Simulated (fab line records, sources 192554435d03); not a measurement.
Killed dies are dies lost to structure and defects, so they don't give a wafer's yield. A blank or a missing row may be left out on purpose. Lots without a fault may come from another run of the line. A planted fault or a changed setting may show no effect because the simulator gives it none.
fab line records | flow n5_finfet
record lots=4 wafers=12 last_day=19
route steps=1938 shown BEOL_M4@1099 BEOL_M5@1112 BEOL_M7@1308 BEOL_M15@1830 PASSIVATION@1936
lots that met no fault: from a run of the same line without faults
start_h: hours from the record's first day to the start of the lot's first wafer shown | wait_h: hours since the lot's step before | " the same as in the row above | L1.1+2: a row that stands for several wafers | - no value, or no start given | * or withheld: withheld | < > ~ a bound
route shown NAME@n: a module of which the file shows steps, and the number in the route of the first | usual: mean/standard deviation of fault-free wafers | same: alike in all rows | chamber/n: place in a boat | sites: the reading at each site | _std_site: their standard deviation | _edge_site: outer sites' mean less inner sites' | radius_mm: how far each site lies from the wafer's centre | mask NAME#n: copy n | behind: the tool/chamber that last shaped the wafer | hold: why the lot was held/for how many hours/how that ended | device: the transistor (n, p or np) that didn't switch | end of line: the same wafers' tests at the end of the route | a step without rows: its recipe alone | killed: dies lost to structure and defects at the first sort, not the wafer's yield | map: a wafer's dies, x killed, . not, _ none there
set.NAME: the setting as run; set.NAME@STEP: as run at that earlier step | model.NAME: the simulator's own value behind a step, which no gauge read
lots at some steps of the route; a table a step, a row a wafer
services: from which hour (start_h, from the record's first day; less than 0 if before it) a tool's chamber was out of use, for how many hours, and why
## steps
# step N5_BEOL_M4_ANNEAL_95
# recipe temp_c=400 time_s=240 ambient=vacuum
# step N5_BEOL_M4_SPUTTER_96
# recipe material=Cu target_thk_a=45 temp_c=-20 chamber_pressure_pa=0.07 power_w=withheld time_s=8.29
# step N5_BEOL_M4_ECD_50
# recipe material=Cu target_thk_a=3000
# step N5_BEOL_M4_ANNEAL_51
# recipe temp_c=225 time_s=90 ambient=N2
# step N5_BEOL_M4_CMP_52
# recipe stop_on=SiOC t_overpolish_s=6.8 down_force_psi=1 platen_rpm=50 clearing_platen_down_force_psi=1.5 clearing_platen_rpm=50 post_cmp_clean=cu_alkaline target_thk_nm=40 clearing_platen_pad_velocity_m_s=0.99484 pad_velocity_m_s=0.99484
# step N5_BEOL_M4_PRE_CLEAN_60
# recipe gas=NH3/H2 time_s=15 temp_c=* rf_power_w=300
# step N5_BEOL_M4_CO_CAP_55
# recipe material=Co target_thk_a=20 temp_c=200 precursor=CCTBA/H2 pressure_torr=30 time_s=102.1
# step N5_BEOL_M4_PRE_CLEAN_56
# recipe gas=NH3 time_s=15 temp_c=withheld rf_power_w=300
# step N5_BEOL_M4_DEP_57
# recipe material=SiCN target_thk_a=80 temp_c=withheld precursor=3MS/NH3 pressure_torr=3 rf_w=202 time_s=14
# step N5_BEOL_M4_RC_MEAS_101
# usual DIBL_N=36.5/1.9 DIBL_P=36.4/2.2 IOFF_N=0.17/0.034 IOFF_P=0.21/0.036 ION_N=678/12 ION_P=462/7.1 SS_N=71.7/0.61 SS_P=73.4/0.71 VT_N=249/3.5 VT_P=-251/3
# columns lot.wafer tool chamber start_h wait_h DIBL_N[mV/V] DIBL_P[mV/V] IOFF_N[nA/um] IOFF_P[nA/um] ION_N[uA/um] ION_P[uA/um] SS_N[mV/dec] SS_P[mV/dec] VT_N[mV] VT_P[mV]
L323.3 prober-01 0 208.96 0.3 35.2 35.4 0.17 0.22 684 468 71.9 73.3 249 -249
L323.4 " 0 " " 35.3 35.8 0.17 0.23 677 470 71.5 73.9 246 -249
L323.6 " 0 " " 35.2 34.8 0.16 0.21 679 466 70.9 72.8 250 -249
L338.1 prober-01 0 307.10 0.0 33.9 34.5 0.13 0.16 677 457 71.3 73.2 256 -256
L338.2 " 0 " " 35.0 36.1 0.15 0.18 666 455 71.2 74.0 251 -254
L338.3 " 0 " " 30.1 30.3 0.09 0.12 664 455 70.3 71.6 258 -260
L341.2 prober-01 0 308.18 0.3 35.7 37.7 0.17 0.20 696 474 71.8 73.0 247 -252
L341.4 " 0 " " 36.2 37.8 0.18 0.19 694 459 72.1 73.6 249 -253
L341.6 " 0 " " 36.0 37.4 0.17 0.19 691 455 72.1 73.1 249 -253
L343.2 prober-01 0 347.86 0.2 34.2 32.5 0.13 0.18 671 463 71.7 73.3 252 -253
L343.4 " 0 " " 35.5 34.0 0.16 0.20 673 467 70.7 74.2 249 -252
L343.6 " 0 " " 35.3 33.4 0.15 0.18 683 462 71.6 73.3 251 -252
# step N5_BEOL_M5_ILD_DEP_00
# recipe material=SiCOH_lowk target_thk_a=1406.4 temp_c=300 precursor=DEMS/porogen pressure_torr=5 rf_w=500 time_s=25.9
# step N5_BEOL_M5_CURE_79
# recipe temp_c=385 time_s=240 ambient=He/Ar material=SiCOH_lowk
# step N5_BEOL_M5_PECVD_70
# recipe material=SiO2 target_thk_a=160 temp_c=400 precursor=TEOS/O2 pressure_torr=5.5 rf_w=450 teos_flow_sccm=53.8 gas=O2 flow_sccm=3000 time_s=18
# step N5_BEOL_M5_HM_DEP_02
# recipe material=TiN target_thk_a=200 temp_c=25 chamber_pressure_pa=0.49996
# step N5_BEOL_M5_COAT_59
# recipe resist=SOC temp_c=250 time_s=60 spin_rpm=1500 resist_thk_nm=60
# step N5_BEOL_M5_COAT_60
# recipe resist=SiARC temp_c=220 time_s=60 spin_rpm=1500 resist_thk_nm=12
# step N5_BEOL_M5_COAT_71
# recipe resist=underlayer temp_c=205 time_s=60 spin_rpm=1500 resist_thk_nm=5
# step N5_BEOL_M5_COAT_05
# recipe resist=CAR-EUV spin_rpm=1500 resist_thk_nm=30
# step N5_BEOL_M5_EBR_07
# recipe solvent=PGMEA ebr_width_mm=1.5
# step N5_BEOL_M5_SOFTBAKE_06
# recipe temp_c=110 time_s=60 resist=CAR-EUV
# step N5_BEOL_M5_EXPOSE_08
# recipe mask_id=M5 na=0.33 source_shape=annular sigma_inner=0.4 sigma_outer=0.8 polarization=unpolarized target_cd_nm=28 dose_mj=35.75
# step N5_BEOL_M5_PEB_09
# recipe peb_temp_c=100 peb_time_s=60 resist=CAR-EUV
# step N5_BEOL_M5_DEVELOP_10
# recipe develop_time_s=30 developer=TMAH resist=CAR-EUV rinse_liquid=surfactant_rinse dry=air_spin dev_temp_c=23
# step N5_BEOL_M5_DESCUM_16
# recipe chemistry=O2 time_s=7 source_power_w=50 bias_power_w=20 pressure_mtorr=20 rf_frequency_hz=2.712e+07 temp_c=40 resist=CAR-EUV o2_flow_sccm=225
# step N5_BEOL_M5_ETCH_72
# recipe chemistry=N2/H2 target=underlayer target_depth_a=65 mask_material=CAR-EUV time_s=5.2 ion_energy_ev=200 pressure_mtorr=30 source_w=840 bias_w=150 n2_flow_sccm=200 h2_flow_sccm=200 ends=cleared
# step N5_BEOL_M5_ETCH_61
# recipe chemistry=CF4 target=SiARC target_depth_a=156 mask_material=CAR-EUV time_s=26 ion_energy_ev=80 pressure_mtorr=40 source_w=545 bias_w=36 Ar_flow_sccm=100 cf4_flow_sccm=100 ends=cleared
# step N5_BEOL_M5_ETCH_62
# recipe chemistry=N2/H2 target=SOC target_depth_a=750 overetch_a=150 mask_material=SiARC temp_c=40 time_s=112.5 ion_energy_ev=200 pressure_mtorr=30 source_w=840 bias_w=150 n2_flow_sccm=200 h2_flow_sccm=200
# step N5_BEOL_M5_STRIP_63
# recipe chemistry=N2/H2 temp_c=40 n2_flow_sccm=200 h2_flow_sccm=200 rf_frequency_hz=6e+07
# step N5_BEOL_M5_STRIP_73
# recipe chemistry=N2/H2 temp_c=40 n2_flow_sccm=200 h2_flow_sccm=200 rf_frequency_hz=6e+07
# step N5_BEOL_M5_STRIP_64
# recipe chemistry=CF4 resist=SiARC power_w=300 bias_power_w=75 pressure_mtorr=50 cf4_flow_sccm=150 rf_frequency_hz=6e+07
# step N5_BEOL_M5_HM_OPEN_17
# recipe chemistry=Cl2/BCl3 target_depth_a=200 overetch_a=60 target=TiN mask_material=SOC ion_energy_ev=150 pressure_mtorr=10 icp_w=1000 bias_w=126 Cl2_flow_sccm=53.25 bcl3_flow_sccm=21.75 Ar_flow_sccm=25
# step N5_BEOL_M5_STRIP_19
# recipe chemistry=O2 power_w=400 temp_c=40 pressure_mtorr=30 rf_frequency_hz=6e+07 bias_power_w=0 overash_fraction=0.2 o2_flow_sccm=225
# step N5_BEOL_M5_COAT_65
# recipe resist=SOC temp_c=250 time_s=60 spin_rpm=1500 resist_thk_nm=60
# step N5_BEOL_M5_COAT_66
# recipe resist=SiARC temp_c=220 time_s=60 spin_rpm=1500 resist_thk_nm=12
# step N5_BEOL_M7_TRENCH_ETCH_37
# recipe chemistry=C4F6/O2 target_depth_a=934.78 target=SiCOH_lowk time_s=31.2 ion_energy_ev=250 pressure_mtorr=30 source_w=345 bias_w=185 Ar_flow_sccm=300 C4F6_flow_sccm=10 O2_flow_sccm=10
# usual drypump_motor_current_A=5.6/0.42 oes_o_777_au=0.78/0.075 oes_product_au=0.78/0.082 rf_vpp_V=666/13 showerhead_plenum_p_Torr=2.83/0.074 throttle_valve_pct=20.92/0.26
# columns lot.wafer tool chamber start_h wait_h drypump_motor_current_A oes_o_777_au oes_product_au rf_hours_counter_h rf_vpp_V showerhead_plenum_p_Torr throttle_valve_pct model.BEOL_M7.feature_depth_nm model.etch.depth_nm model.TiN_of_BEOL_M7_HM_DEP_02.thk_nm
L323.3 rie_diel-06 3 239.25 - 5.7 0.72 0.71 197 663 2.93 21.03 90.2 90.1 17.8
L323.4 " 0 " " 5.2 0.74 0.79 125 686 2.77 21.28 93.8 93.74 17.4
L323.6 " 1 " " 6.5 0.67 0.67 - 674 2.78 20.87 91.6 91.54 17.2
L338.1 rie_diel-06 1 339.65 - 6.6 0.92 0.94 9 675 2.77 20.54 96.2 96.1 17.2
L338.2 " 3 " " 5.7 0.70 0.94 229 662 2.91 21.18 146 146 15.8
L338.3 " 2 " " 5.6 0.72 0.72 223 662 2.96 21.14 93.6 93.56 17
L341.2 rie_diel-06 2 340.52 - 5.7 0.72 1.00 223 664 2.95 21.25 152 152 15.8
L341.4 " 3 " " 5.6 0.70 0.69 230 663 2.91 21.09 91.2 91.14 17.6
L341.6 " 3 " " 5.7 0.70 0.95 - 662 2.91 21.17 146.6 146.5 15.8
L343.2 rie_diel-02 3 382.87 - 5.6 0.84 0.84 57 658 2.75 20.69 94.8 94.75 16.8
L343.4 " 2 " " 6.0 0.76 0.72 218 663 2.80 20.87 94 94.06 17.4
L343.6 " 1 " " 5.7 0.77 0.77 - 647 2.74 20.95 90.6 90.67 17.4
# step N5_BEOL_M7_OCD_MEAS_38
# usual trench_depth_nm=93.2/1.9
# columns lot.wafer tool chamber start_h wait_h trench_depth_nm
L323.3 ocd-01 - 239.41 - 90.5
L323.4 " - " " 93.7
L323.6 " - " " 91.5
L338.1 ocd-01 - 339.80 - 96.2
L338.2 " - " " 145.7
L338.3 " - " " 93.4
L341.2 ocd-01 - 340.68 - 152.3
L341.4 " - " " 90.9
L341.6 " - " " 146.8
L343.2 ocd-02 - 383.03 - 95.0
L343.4 " - " " 94.2
L343.6 " - " " 90.9
# step N5_BEOL_M7_CMP_52
# recipe stop_on=SiCOH_lowk t_overpolish_s=6.9 down_force_psi=1 platen_rpm=50 clearing_platen_down_force_psi=1.5 clearing_platen_rpm=50 post_cmp_clean=cu_alkaline target_thk_nm=80 clearing_platen_pad_velocity_m_s=0.99484 pad_velocity_m_s=0.99484
# usual clearing_platen_down_force_psi=1.500/0.0031 motor_current_A=5.8/0.42
# columns lot.wafer tool chamber start_h wait_h clearing_platen_down_force_psi motor_current_A model.Cu_of_BEOL_M7_ECD_50.thk_nm
L323.4 cmp-01 1 241.98 0.2 1.506 5.9 80.2
L323.3 " 3 " " 1.502 5.5 75.8
L323.6 " 1 " " 1.504 5.8 77.6
L338.3 cmp-02 3 343.32 0.2 1.497 5.5 80
L338.1 " 0 " " 1.503 6.0 83.8
L338.2 " 1 " " 1.495 5.9 131.2
L341.4 cmp-01 3 343.99 0.3 1.502 5.7 76.8
L341.2 " 1 " " 1.499 6.3 138.8
L341.6 " 2 " " 1.504 6.6 133.4
L343.2 cmp-01 1 385.95 0.2 1.501 5.8 82.4
L343.4 " 0 " " 1.503 6.4 80.2
L343.6 " 2 " " 1.499 6.8 79.2
# step N5_BEOL_M7_THK_MEAS_53
# recipe thk_meas_gauge=xrf reads=Cu_of_BEOL_M7_ECD_50
# usual M7_THK=81.7/2.1
# columns lot.wafer tool chamber start_h wait_h M7_THK[nm]
L323.3 film_metro-02 - 242.24 - 77.8
L323.4 " - " " 81.9
L323.6 " - " " 79.9
L338.1 film_metro-01 - 343.58 - 85.7
L338.2 " - " " 135.1
L338.3 " - " " 82.1
L341.2 film_metro-02 - 344.24 - 142.6
L341.4 " - " " 78.8
L341.6 " - " " 137.1
L343.2 film_metro-01 - 386.24 - 84.4
L343.4 " - " " 81.9
L343.6 " - " " 81.2
# step N5_BEOL_M7_RS_MEAS_57
# recipe thk_meas_gauge=four-point-probe reads=Cu_of_BEOL_M7_ECD_50+Co_of_BEOL_M7_CVD_78+TaN_of_BEOL_M7_ALD_77
# usual M7_RS=0.286/0.009
# columns lot.wafer tool chamber start_h wait_h M7_RS[ohm/sq]
L323.3 film_metro-01 - 242.37 0.1 0.304
L323.4 " - " " 0.286
L323.6 " - " " 0.296
L338.1 film_metro-01 - 343.74 0.1 0.271
L338.2 " - " " 0.163
L338.3 " - " " 0.287
L341.2 film_metro-01 - 344.37 0.1 0.153
L341.4 " - " " 0.301
L341.6 " - " " 0.160
L343.2 film_metro-02 - 386.38 0.1 0.275
L343.4 " - " " 0.284
L343.6 " - " " 0.290
# step N5_BEOL_M15_RC_MEAS_101
# usual COMB_M10=1.5e-11/3.3e-12 COMB_M11=1.54e-11/2.5e-12 COMB_M12=6.7e-12/1.2e-12 COMB_M13=5.5e-12/1e-12 COMB_M14=4.3e-12/9.1e-13 COMB_M15=3.2e-12/5.7e-13 COMB_M5=3.6e-11/7.6e-12 COMB_M6=2.6e-11/5.1e-12 COMB_M8=2.5e-11/5.3e-12 COMB_M8_max_site=3.6e-11/8.6e-12 COMB_M9=1.55e-11/2.8e-12 SERP_M10=3.05/0.084 SERP_M11=3.10/0.089 SERP_M12=0.634/0.018 SERP_M13=0.311/0.0068 SERP_M14=0.160/0.0047 SERP_M14_max_site=0.161/0.0048 SERP_M5=39.0/1.5 SERP_M6=13.5/0.58 SERP_M7=13.9/0.62 SERP_M7_max_site=14.5/0.68 SERP_M8=13.5/0.5 SERP_M9=3.04/0.091
# columns lot.wafer tool chamber start_h wait_h COMB_M10[S/m] COMB_M11[S/m] COMB_M12[S/m] COMB_M13[S/m] COMB_M14[S/m] COMB_M15[S/m] COMB_M5[S/m] COMB_M6[S/m] COMB_M8[S/m] COMB_M8_max_site[S/m] COMB_M9[S/m] SERP_M10[ohm/um] SERP_M11[ohm/um] SERP_M12[ohm/um] SERP_M13[ohm/um] SERP_M14[ohm/um] SERP_M14_max_site[ohm/um] SERP_M5[ohm/um] SERP_M6[ohm/um] SERP_M7[ohm/um] SERP_M7_max_site[ohm/um] SERP_M8[ohm/um] SERP_M9[ohm/um]
L323.3 prober-02 0 306.33 0.3 1.1e-11 1.43e-11 5.8e-12 5.3e-12 5.6e-12 2.2e-12 3.1e-11 2.1e-11 3.8e-11 4.8e-11 1.73e-11 3.20 3.13 0.662 0.301 0.161 0.162 38.6 13.7 14.9 15.5 12.6 3.06
L323.4 " 0 " " 1.4e-11 1.44e-11 9.1e-12 6.8e-12 2.9e-12 3e-12 3.3e-11 2.2e-11 3.4e-11 4.5e-11 1.14e-11 3.24 3.19 0.657 0.299 0.159 0.160 41.2 14.3 14.2 15.0 12.7 2.86
L323.6 " 0 " " 1.6e-11 1.39e-11 6.3e-12 7e-12 3.1e-12 3e-12 2.3e-11 2.4e-11 2.2e-11 4.1e-11 1.2e-11 3.06 3.12 0.666 0.322 0.158 0.160 36.9 13.4 15.1 15.7 13.5 2.88
L338.1 prober-01 0 412.48 0.0 8e-12 1.16e-11 6.9e-12 5.8e-12 3.4e-12 3.3e-12 3.8e-11 2.2e-11 3.9e-11 6.1e-11 1.72e-11 3.01 3.09 0.613 0.315 0.154 0.156 37.8 13.1 12.9 13.3 14.1 3.06
L338.2 " 0 " " 1.2e-11 1.46e-11 6.4e-12 5.2e-12 4.9e-12 3e-12 2.4e-11 1.9e-11 2.3e-11 2.5e-11 1.84e-11 3.01 3.02 0.604 0.302 0.160 0.161 37.8 13.7 7.7 7.9 13.7 3.15
L338.3 " 0 " " 1e-11 1.16e-11 5.6e-12 7.6e-12 3.9e-12 2.7e-12 3.2e-11 3.7e-11 1.7e-11 3.4e-11 1.67e-11 2.97 2.92 0.611 0.330 0.155 0.157 37.5 12.6 13.6 14.1 13.3 3.01
L341.4 prober-02 0 421.41 0.5 1e-11 1.6e-11 8.3e-12 5.3e-12 3.3e-12 3.7e-12 3.8e-11 2e-11 2.7e-11 3.6e-11 1.06e-11 3.03 3.16 0.595 0.321 0.157 0.158 38.5 14.0 14.8 15.1 14.2 3.04
L341.6 " 0 " " 1.2e-11 1.69e-11 5.8e-12 6e-12 4.1e-12 3.3e-12 3.8e-11 2.3e-11 2.3e-11 4e-11 1.21e-11 3.07 3.24 0.608 0.321 0.161 0.163 39.3 13.3 8.1 8.3 13.9 3.10
L343.2 prober-01 0 450.96 0.2 1.8e-11 1.52e-11 7e-12 5.8e-12 4.3e-12 2.6e-12 4.9e-11 2.6e-11 2.7e-11 3.3e-11 1.29e-11 3.03 3.08 0.628 0.307 0.166 0.167 40.1 12.7 13.9 14.4 13.6 3.13
L343.4 " 0 " " 1.6e-11 1.76e-11 8.3e-12 7.7e-12 4.9e-12 3.2e-12 3.4e-11 2.1e-11 2.7e-11 3.4e-11 1.5e-11 2.96 3.19 0.648 0.305 0.158 0.161 38.3 13.3 14.3 14.9 14.2 2.98
L343.6 " 0 " " 2.2e-11 1.66e-11 6.6e-12 5.2e-12 4.1e-12 3.4e-12 3.3e-11 2.5e-11 1.9e-11 2.5e-11 1.72e-11 3.05 3.00 0.636 0.305 0.158 0.159 37.8 12.4 14.7 15.4 14.7 3.17
# sites SERP_M7 radius_mm=0,75,75,75,75,140,140,140,140
L323.3 14.4 15.4 14.6 14.8 14.8 15.5 14.9 15.1 15.3
L338.1 13.3 13.2 13.1 13.2 12.9 12.2 12.4 12.6 12.9
L343.2 13.4 14.3 14.4 13.9 14.0 13.8 14.1 13.7 13.7
# step N5_PASSIVATION_PROBE_49
# usual defect_limited_yield=91.0/1.5 killed_at_M0_to_M3=35/11 killed_at_M4_up=13/5 killed_at_contacts=12/5.9 killed_at_front_end=42/13 killed_at_other=3/3.2 killed_dies=106/18 killed_on_rim=14/4.2 killed_open=69/13 killed_short=35/8.9 sort_bin_5_function=5.2/0.95 sort_bin_6_memory=3.3/0.71 sort_n_pass=1074/18 sort_yield_pct=91.0/1.5
# same gross_dies=1180 killed_at_back_side=0 sort_bin_4_leakage[%]=0 sort_bin_8_speed[%]=0
# columns lot.wafer tool chamber start_h wait_h defect_limited_yield[%] killed_at_M0_to_M3 killed_at_M4_up killed_at_contacts killed_at_front_end killed_at_other killed_dies killed_on_rim killed_open killed_short sort_bin_5_function[%] sort_bin_6_memory[%] sort_n_pass sort_yield_pct[%]
L338.2 prober-01 - 425.33 0.1 54.2 19 483 7 29 3 541 76 41 25 3.6 2.0 639 54.2
L341.2 prober-02 - 436.13 0.1 25.1 34 803 16 31 0 884 144 65 25 4.5 2.9 296 25.1
L341.6 prober-02 - 436.33 0.3 84.2 32 111 18 23 2 186 33 60 22 3.7 3.1 994 84.2
# killed by level:class
L338.2 BEOL_M7:area_etch=471 FIN_SAQP:geometric_particle:short=7 BEOL_M2:geometric_particle:open=7 MOL_CONTACT_COAG:geometric_particle:open=6 STARTING-WAFER:geometric_particle:short=5 STI_FIN_REVEAL:geometric_particle:open=4 BEOL_M3:geometric_particle:open=4 BEOL_M4:geometric_particle:open=4
L341.2 BEOL_M7:area_etch=794 MOL_CONTACT_COAG:geometric_particle:open=13 STI_FIN_REVEAL:geometric_particle:open=12 DUMMY_GATE:geometric_particle:open=7 BEOL_M0_SAQP:geometric_particle:short=7 BEOL_M2:geometric_particle:open=6 BEOL_M3:geometric_particle:open=6 BEOL_M0_SAQP:geometric_particle:open=5
L341.6 BEOL_M7:area_etch=103 MOL_CONTACT_COAG:geometric_particle:open=16 BEOL_M0_SAQP:geometric_particle:open=11 BEOL_M0_SAQP:geometric_particle:short=9 BEOL_M4:geometric_particle:open=5 STI_FIN_REVEAL:geometric_particle:open=4 STARTING-WAFER:geometric_particle:open=4 GATE_CUT:geometric_particle:short=3
# map L338.2 (x killed, . not)
_________________x....xx..x..________________
______________...xx....x..x....._____________
___________.....xx.x.xx..x..x..xxx.__________
__________.xx.x..x..x....x....x.xx.._________
________...x......x.x.x.......x....xx._______
_______...x..x.x...x.xxx.....x..xxxxx..______
______...xx...xx..xxxx..x..xxx....xx.x.._____
_____x.x..x.x.xx....x.xx.....xx...x......____
____xx.xx..x..xx..x...xx.xx.xx.x..x...x..x___
___...........x....x..xx.xxx.xx..x.x.......__
___......x..xx....xx..x....x..xxx.x.xxxx..x__
__xxx...x..x.....xxx....x....xx..x.x.x..xxx._
__x.xx.x.x.xxxxxx...x.xx.x.xxx.xx...x.....x._
_xxx..xxx.xx..x...x.......xxx......xxxxx..xxx
_xx.x.x.xx.x....x...x.xxxxx...x..x.....xxxxx.
_.xx...x.x...x..xx.x.x.xx.x.x.x.x.xxxxx.x..xx
_........x.......xx..xxxx...x..x.x.xx...x.x..
_x.xx...xx......xx.xxx.......x.xx.xx.xxx.xxx.
_x...x......x..xxx.x..xxx..xxx..xx.x.xxx....x
_.....xx.x......xx....x..x.xx.xxx.x...x....x.
_xxxxx........x....x..xxxx.xx.xx.xxxx.xx..x.x
__x.x.xx...x..x.x..xx.xx.xx.xxxx....xx..x..._
__xxxxx.x..xx.x.xxx...x........x.xxx....x.x._
___.x....x.xx...xx.x.xxxx..xxxxxxx.x...x..x__
___..xxxx..x.x...x.....x...xx.x....xx.xxxxx__
____.xx.x...x...xxx..xxxx......xxx...x.xxx___
_____.xxx.xxxxxxx.xxxx.xxxx.x.x.x.....xx.____
______........xxx..xxxx..x...xx...xx..xx_____
_______xxx.x..x.x.x.x.xxxxx.xx.xxx...xx______
________.xxxxxx..x.xxxxxxxx.x..x..xxxx_______
__________.xxx.xxx..xxxxxxxxxxxxx..._________
___________xxxx....xx..xxx....xxxxx__________
______________.xxx.x.xx.xx.x.x.x_____________
_________________.xxxx.x..xx.________________
# map L341.2 (x killed, . not)
_________________xxxxxxxxxxxx________________
______________x..xxxxxxxxxxxxxxx_____________
___________xxxxxxxxxxxxxxxxx..xxxxx__________
__________xxxxxx.xxx.xxxxxxxxxxxxxxx_________
________xxxxxxxxxx.xxxxxxxxx..xxxxxxxx_______
_______xxx.xx.xxxxxxxx.x..xxxxx.xxxxxxx______
______xxxxxxxxxxx.xxxxxxxxxxxxxxxxxxxxxx_____
_____xx.xxxx..xxxxxxx.xxx.x.xxxxxxxxxxxxx____
____xx..xxxxxx.xxxx..x.x.xxxxxxxxxxxxxxxxx___
___xxxxxxxxxxx..x.x.xx.xxx.xxxxxxx.x.xxxxxx__
___xxxxxxxxxx..xxxxxx..x..xxxxx.x.xxxxxxxxx__
__xxxxxx...x...x...x.x.xxx.xxxxxxxxxxxxx.x.x_
__xxxxxxxxxxxx.x.x.x..x...x...x.xxxxxxxxxxxx_
_xxxxxx..x.x.xxxxxxx..xxxxx.xxx.xxxxx.xxxxx.x
_xxxxxxxxxx..xxx..xxxxx......x...xxxxxxxx.xxx
_xxxxxxxx..xx.xxxx.x.x....x...x..xxxxxxxxxxxx
_xxxxxx.xx.xx..x.xxx...xx..x.x.xx.xxxxxxxxxxx
_xxxxxxxx.xxx.x....xxx..x.x..x.x..xxxxxxx.xxx
_xxxxx..xxx.xxx...x..xx.x.x.xx..x.x..xxx.xxxx
_xxxxxx.xx.x..x.xx.x.xx...xxxxx..xxx..x.xxxxx
_xxxx..xxxxxxx..x.x.x...xx..x.xx.xxxxxxxxxxxx
__xxx.x.xxx.xxx..xxx..xxxxx.xxx..xxxx.x.xxxx_
__xxxxxx..xxx..x.x..xxx..x.xx..xxxx.x.xxxxxx_
___xx..x..xx.x.x...xx..xx.xx...xx.xxxxx.xxx__
___xxxxxxxx.xxxx..x...xxx.xxxxxxxxx.x.x..xx__
____xxx..xxx....x.x..xxx...x.xxxxxxxxxxxxx___
_____xxxxxx.xxx..xx.xxx..x.xxxxx.xxxxxx.x____
______xxxx.xxxxx..xxxxx.xxxx.xxxx.x.x.xx_____
_______xxx.xx.x.x.xxxx..xx.x.xx.xxxxx.x______
________xxxxxx.xx.x.xx..xxxxxxxxxxxxxx_______
__________xxxx.xx.x.x.x..xx..xxxxxx._________
___________xxxx.xxx.xx.xx.xxxxxxxxx__________
______________xxxxxxx.xxxxxxxxxx_____________
_________________xxxxxx.xxxxx________________
## services
# columns tool chamber start_h hours kind
cmp-02 - 217.95 6.6 repair
cmp-01 - 246.51 4.5 repair
rie_diel-02 - 257.56 0.3 repair
rie_diel-02 0 271.01 5.8 repair
rie_diel-06 1 271.31 - clean
rie_diel-06 1 271.31 - consumable_replace:focus_ring
rie_diel-06 1 271.31 32.9 scheduled_down
rie_diel-06 1 271.31 32.9 vent_cycle
rie_diel-06 - 295.07 0.1 repair
rie_diel-02 1 328.63 4.6 repair
cmp-01 - 334.09 4.0 pm
cmp-01 - 338.09 - consumable_replace:conditioner
cmp-01 - 338.09 - consumable_replace:pad
rie_diel-02 0 358.37 6.8 repair
rie_diel-02 - 370.37 2.8 pm
cmp-02 - 371.86 1.0 repair
## key
first_sign step=N5_BEOL_M7_TRENCH_ETCH_37 reading=oes_product_au direction=up sigmas=2.2 usual=0.78 struck=0.96
effect step=N5_BEOL_M7_OCD_MEAS_38 reading=trench_depth_nm direction=up sigmas=30 usual=93.2 struck=148.3
effect step=N5_BEOL_M7_THK_MEAS_53 reading=M7_THK direction=up sigmas=26 usual=81.7 struck=138.3
effect step=N5_BEOL_M7_RS_MEAS_57 reading=M7_RS direction=down sigmas=14 usual=0.286 struck=0.159
effect step=N5_BEOL_M15_RC_MEAS_101 reading=SERP_M7 direction=down sigmas=9.6 usual=13.9 struck=7.9
effect step=N5_PASSIVATION_PROBE_49 reading=killed_at_M4_up direction=up sigmas=90 usual=13 struck=466
model_effect step=N5_BEOL_M7_TRENCH_ETCH_37 value=BEOL_M7.feature_depth_nm without=92 struck=148.2
model_effect step=N5_BEOL_M7_CMP_52 value=Cu_of_BEOL_M7_ECD_50.thk_nm without=78.4 struck=134.5
more_kills_born_at N5_BEOL_M7_TRENCH_ETCH_37@rie_diel-06=1368
met_at N5_BEOL_M7_TRENCH_ETCH_37
struck_wafers L338.2,L341.2,L341.6
later_rows_left_out L341.2
onset_between 239.25 339.65
fault kind=process_parameter_drift tool=rie_diel-06 chamber=- onset_h=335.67 steps=N5_BEOL_M7_TRENCH_ETCH_37 channel=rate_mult offset=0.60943 shape=step end_h=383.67 scope=struck_wafers_only
# later_rows_left_out: the simulator's readings of these wafers behind a module that went badly wrong aren't trusted and aren't shown, but for the sort
